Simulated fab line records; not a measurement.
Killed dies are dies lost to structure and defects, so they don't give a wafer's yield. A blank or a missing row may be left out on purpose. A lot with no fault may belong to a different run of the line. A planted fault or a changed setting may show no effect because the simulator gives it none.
Shared-tool check    flow nand_harc    36 wafers sampled across 12 lots

## WHY IT WAS OPENED
On 1 of the 12 lots, a flag is raised at NHARC_P_GATE_CD_MEAS_46 on the reading cd_nm. Fault-free wafers read 721.1 nm, with a standard deviation of 1.9.
Rule: a lot is flagged when every wafer of it that has a number lies more than 4 standard deviations from that mean, or none has a number. As for the other lots, they are considered sound.

lot   measured      on         cd_nm (nm), wafer by wafer  flag
L204  day 6 09:04   cd_sem-02  719.7 721.9 721.9           
L205  day 6 13:05   cd_sem-02  723.6 722.2 722.3           
L206  day 7 02:16   cd_sem-02  721.5 723.5 722.7           
L207  day 7 19:29   cd_sem-03  715.7 722.1 717.0           
L208  day 7 22:27   cd_sem-01  720.6 723.9 723.1           
L210  day 8 20:45   cd_sem-01  719.4 722.5 719.7           
L211  day 9 06:16   cd_sem-03  719.0 718.9 721.0           
L212  day 9 16:06   cd_sem-01  722.8 719.5 723.0           
L215  day 11 00:24  cd_sem-03  722.1 722.7 719.4           
L216  day 11 13:30  cd_sem-01  708.0 707.7 704.6           FLAGGED
L224  day 14 19:52  cd_sem-01  723.5 721.5 721.0           
L225  day 15 09:20  cd_sem-03  718.1 722.1 719.7           
On average the flagged lots' numbers are 706.8 nm, which is -14.3 nm against the usual, or -8 standard deviations.

## WHICH TOOL EACH LOT WENT THROUGH
2 process steps preceding the reading are held in the record, out of 1302 steps in the route. Cell contents, in order: the tool; ch with the chambers the sampled wafers went through; the start.
lot   flag     NHARC_P_GATE_ETCH_32              NHARC_P_GATE_EXPOSE_43
L204           rie_si-03 ch 0,1,3, day 5 21:47   krf_scanner-02 ch 0, day 6 08:55
L205           rie_si-03 ch 0,1,3, day 6 01:56   krf_scanner-02 ch 0, day 6 12:56
L206           rie_si-03 ch 1,2, day 6 12:47     krf_scanner-02 ch 0, day 7 02:07
L207           rie_si-03 ch 0,1, day 7 08:07     krf_scanner-02 ch 0, day 7 19:20
L208           rie_si-05 ch 2,3, day 7 11:07     krf_scanner-02 ch 0, day 7 22:18
L210           rie_si-06 ch 0,1,3, day 8 09:28   krf_scanner-04 ch 0, day 8 20:35
L211           rie_si-03 ch 0,3, day 8 18:52     krf_scanner-02 ch 0, day 9 06:06
L212           rie_si-03 ch 0,2,3, day 9 04:49   krf_scanner-02 ch 0, day 9 15:56
L215           rie_si-05 ch 1,2,3, day 10 10:58  krf_scanner-04 ch 0, day 11 00:15
L216  FLAGGED  rie_si-03 ch 0,2,3, day 11 02:10  krf_scanner-02 ch 0, day 11 13:20
L224           rie_si-06 ch 1,2,3, day 14 08:21  krf_scanner-01 ch 0, day 14 19:43
L225           rie_si-06 ch 0,1,3, day 14 22:05  krf_scanner-04 ch 0, day 15 09:11
What these steps do:
- NHARC_P_GATE_ETCH_32: etches the open film in HBr/Cl2, target depth 150 nm, time 100.1 s.
- NHARC_P_GATE_EXPOSE_43: exposes mask P NSD, target cd 720 nm.
- NHARC_P_GATE_CD_MEAS_46: target cd 720 nm.

## FLAGGED AGAINST TOTAL, ONE TOOL AT A TIME (gauges that did the reading follow at the end)
step                     tool            lots run  flagged  share of the flagged lots  sound lots run after its first flagged lot
NHARC_P_GATE_ETCH_32     rie_si-03       7         1        all                        0
NHARC_P_GATE_ETCH_32     rie_si-05       2         0        none                       -
NHARC_P_GATE_ETCH_32     rie_si-06       3         0        none                       -
NHARC_P_GATE_EXPOSE_43   krf_scanner-01  1         0        none                       -
NHARC_P_GATE_EXPOSE_43   krf_scanner-02  8         1        all                        0
NHARC_P_GATE_EXPOSE_43   krf_scanner-04  3         0        none                       -
NHARC_P_GATE_CD_MEAS_46  cd_sem-01       5         1        all                        1 (L224)
NHARC_P_GATE_CD_MEAS_46  cd_sem-02       3         0        none                       -
NHARC_P_GATE_CD_MEAS_46  cd_sem-03       4         0        none                       -

## THE TABLE: WHAT IT ALLOWS
In the table, 3 rows ran each flagged lot (rie_si-03 at NHARC_P_GATE_ETCH_32; krf_scanner-02 at NHARC_P_GATE_EXPOSE_43; cd_sem-01 at NHARC_P_GATE_CD_MEAS_46).
- rie_si-03 at NHARC_P_GATE_ETCH_32: 1 of its 7 lots flagged. Last sound lot L212 at day 9 04:49, first flagged lot L216 at day 11 02:10; a fault beginning in between fits.
- krf_scanner-02 at NHARC_P_GATE_EXPOSE_43: 1 of its 8 lots flagged. Last sound lot L212 at day 9 15:56, first flagged lot L216 at day 11 13:20; a fault beginning in between fits.
- cd_sem-01 at NHARC_P_GATE_CD_MEAS_46: 1 of its 5 lots flagged. Lots that were sound ran on it after the first flagged one (L224); a persistent fault on the entire tool would not allow that.
Because each of these 2 tools fits a fault that began at some hour, counting lots does not separate them. More lots, or a look at what each step does to the wafer, might.

## WHAT HAD BEEN PUT IN BY THE SIMULATOR
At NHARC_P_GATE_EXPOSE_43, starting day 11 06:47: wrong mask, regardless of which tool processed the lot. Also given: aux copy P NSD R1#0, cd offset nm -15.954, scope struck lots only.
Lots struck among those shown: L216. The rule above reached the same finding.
